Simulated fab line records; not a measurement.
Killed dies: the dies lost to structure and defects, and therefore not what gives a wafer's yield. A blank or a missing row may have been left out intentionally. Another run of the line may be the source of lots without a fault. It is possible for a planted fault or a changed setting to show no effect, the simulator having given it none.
Chamber matching || flow n5_finfet || N5_BEOL_M15_ETCH_57 on rie_diel-06: 4 sister chambers
The step etches SOC in N2/H2, time 750 s. 20 wafers are shown with their chamber, then 10 later ones without.

== WAFERS PAIRED WITH THEIR CHAMBERS ==
{"wafer": "L074.1", "chamber": 3, "drypump_motor_current_A (A)": 5.2, "showerhead_plenum_p_Torr (Torr)": 2.40, "throttle_valve_pct (%)": 17.7}
{"wafer": "L074.2", "chamber": 1, "drypump_motor_current_A (A)": 5.7, "showerhead_plenum_p_Torr (Torr)": 2.61, "throttle_valve_pct (%)": 17.6}
{"wafer": "L074.5", "chamber": 1, "drypump_motor_current_A (A)": 5.7, "showerhead_plenum_p_Torr (Torr)": 2.61, "throttle_valve_pct (%)": 17.6}
{"wafer": "L075.3", "chamber": 3, "drypump_motor_current_A (A)": 5.2, "showerhead_plenum_p_Torr (Torr)": 2.40, "throttle_valve_pct (%)": 17.7}
{"wafer": "L075.4", "chamber": 1, "drypump_motor_current_A (A)": 5.7, "showerhead_plenum_p_Torr (Torr)": 2.61, "throttle_valve_pct (%)": 17.6}
{"wafer": "L075.5", "chamber": 2, "drypump_motor_current_A (A)": 6.7, "showerhead_plenum_p_Torr (Torr)": 2.44, "throttle_valve_pct (%)": 17.9}
{"wafer": "L077.3", "chamber": 2, "drypump_motor_current_A (A)": 6.7, "showerhead_plenum_p_Torr (Torr)": 2.44, "throttle_valve_pct (%)": 17.9}
{"wafer": "L077.4", "chamber": 1, "drypump_motor_current_A (A)": 5.7, "showerhead_plenum_p_Torr (Torr)": 2.60, "throttle_valve_pct (%)": 17.6}
{"wafer": "L077.5", "chamber": 2, "drypump_motor_current_A (A)": 6.7, "showerhead_plenum_p_Torr (Torr)": 2.44, "throttle_valve_pct (%)": 17.9}
{"wafer": "L080.2", "chamber": 1, "drypump_motor_current_A (A)": 5.7, "showerhead_plenum_p_Torr (Torr)": 2.60, "throttle_valve_pct (%)": 17.6}
{"wafer": "L080.3", "chamber": 3, "drypump_motor_current_A (A)": 5.2, "showerhead_plenum_p_Torr (Torr)": 2.39, "throttle_valve_pct (%)": 17.8}
{"wafer": "L080.4", "chamber": 2, "drypump_motor_current_A (A)": 6.7, "showerhead_plenum_p_Torr (Torr)": 2.44, "throttle_valve_pct (%)": 17.9}
{"wafer": "L082.1", "chamber": 1, "drypump_motor_current_A (A)": 5.7, "showerhead_plenum_p_Torr (Torr)": 2.60, "throttle_valve_pct (%)": 17.6}
{"wafer": "L082.3", "chamber": 0, "drypump_motor_current_A (A)": 5.7, "showerhead_plenum_p_Torr (Torr)": 2.61, "throttle_valve_pct (%)": 17.8}
{"wafer": "L082.4", "chamber": 3, "drypump_motor_current_A (A)": 5.2, "showerhead_plenum_p_Torr (Torr)": 2.39, "throttle_valve_pct (%)": 17.8}
{"wafer": "L084.3", "chamber": 0, "drypump_motor_current_A (A)": 5.7, "showerhead_plenum_p_Torr (Torr)": 2.61, "throttle_valve_pct (%)": 17.8}
{"wafer": "L084.5", "chamber": 1, "drypump_motor_current_A (A)": 5.7, "showerhead_plenum_p_Torr (Torr)": 2.60, "throttle_valve_pct (%)": 17.6}
{"wafer": "L084.6", "chamber": 2, "drypump_motor_current_A (A)": 6.8, "showerhead_plenum_p_Torr (Torr)": 2.43, "throttle_valve_pct (%)": 17.9}
{"wafer": "L086.3", "chamber": 0, "drypump_motor_current_A (A)": 5.7, "showerhead_plenum_p_Torr (Torr)": 2.61, "throttle_valve_pct (%)": 17.8}
{"wafer": "L086.4", "chamber": 2, "drypump_motor_current_A (A)": 6.7, "showerhead_plenum_p_Torr (Torr)": 2.43, "throttle_valve_pct (%)": 17.9}

SIGNATURES, as means of the wafers listed above
{"reading": "drypump_motor_current_A", "chamber 0": 5.700, "chamber 1": 5.700, "chamber 2": 6.717, "chamber 3": 5.200, "scatter within a chamber": 0.0228}
{"reading": "showerhead_plenum_p_Torr", "chamber 0": 2.6100, "chamber 1": 2.6043, "chamber 2": 2.4367, "chamber 3": 2.3950, "scatter within a chamber": 0.00503}
{"reading": "throttle_valve_pct", "chamber 0": 17.800, "chamber 1": 17.600, "chamber 2": 17.900, "chamber 3": 17.750, "scatter within a chamber": 0.025}
Rule: for each reading, subtract the chamber's mean from the wafer's reading, divide by that reading's scatter and square the result; add these up over the readings and take the root, which gives the wafer's distance from the chamber. The wafer belongs to the nearest chamber; if the next one is less than 2 further off, it can't be placed. The scatter is the square root of a quotient: the sum, over the shown wafers, of each reading's squared deviation from its chamber's mean, divided by wafers minus chambers.

== WAFERS WHOSE CHAMBER IS MISSING ==
{"wafer": "L086.5", "drypump_motor_current_A (A)": 6.7, "showerhead_plenum_p_Torr (Torr)": 2.43, "throttle_valve_pct (%)": 17.9}
{"wafer": "L092.1", "drypump_motor_current_A (A)": 5.7, "showerhead_plenum_p_Torr (Torr)": 2.59, "throttle_valve_pct (%)": 17.2}
{"wafer": "L092.2", "drypump_motor_current_A (A)": 6.7, "showerhead_plenum_p_Torr (Torr)": 2.42, "throttle_valve_pct (%)": 18.0}
{"wafer": "L092.5", "drypump_motor_current_A (A)": 5.7, "showerhead_plenum_p_Torr (Torr)": 2.59, "throttle_valve_pct (%)": 17.2}
{"wafer": "L095.4", "drypump_motor_current_A (A)": 5.7, "showerhead_plenum_p_Torr (Torr)": 2.59, "throttle_valve_pct (%)": 17.2}
{"wafer": "L095.5", "drypump_motor_current_A (A)": 5.7, "showerhead_plenum_p_Torr (Torr)": 2.59, "throttle_valve_pct (%)": 17.2}
{"wafer": "L095.6", "drypump_motor_current_A (A)": 6.7, "showerhead_plenum_p_Torr (Torr)": 2.42, "throttle_valve_pct (%)": 18.0}
{"wafer": "L097.2", "drypump_motor_current_A (A)": 5.2, "showerhead_plenum_p_Torr (Torr)": 2.69, "throttle_valve_pct (%)": 17.2}
{"wafer": "L097.4", "drypump_motor_current_A (A)": 5.7, "showerhead_plenum_p_Torr (Torr)": 2.59, "throttle_valve_pct (%)": 17.2}
{"wafer": "L097.5", "drypump_motor_current_A (A)": 5.2, "showerhead_plenum_p_Torr (Torr)": 2.69, "throttle_valve_pct (%)": 17.2}

== THE CHAMBER EACH PASSED THROUGH ==
{"wafer": "L086.5", "from the rows above": 2, "in truth": 2}
{"wafer": "L092.1", "from the rows above": 1, "in truth": 1}
{"wafer": "L092.2", "from the rows above": 2, "in truth": 2}
{"wafer": "L092.5", "from the rows above": 1, "in truth": 1}
{"wafer": "L095.4", "from the rows above": 1, "in truth": 1}
{"wafer": "L095.5", "from the rows above": 1, "in truth": 1}
{"wafer": "L095.6", "from the rows above": 2, "in truth": 2}
{"wafer": "L097.2", "from the rows above": 1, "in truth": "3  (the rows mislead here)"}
{"wafer": "L097.4", "from the rows above": 1, "in truth": 1}
{"wafer": "L097.5", "from the rows above": 1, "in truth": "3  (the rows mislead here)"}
8 of 10 placed correctly. Can't be placed from these rows: 0. 2 placed wrongly.
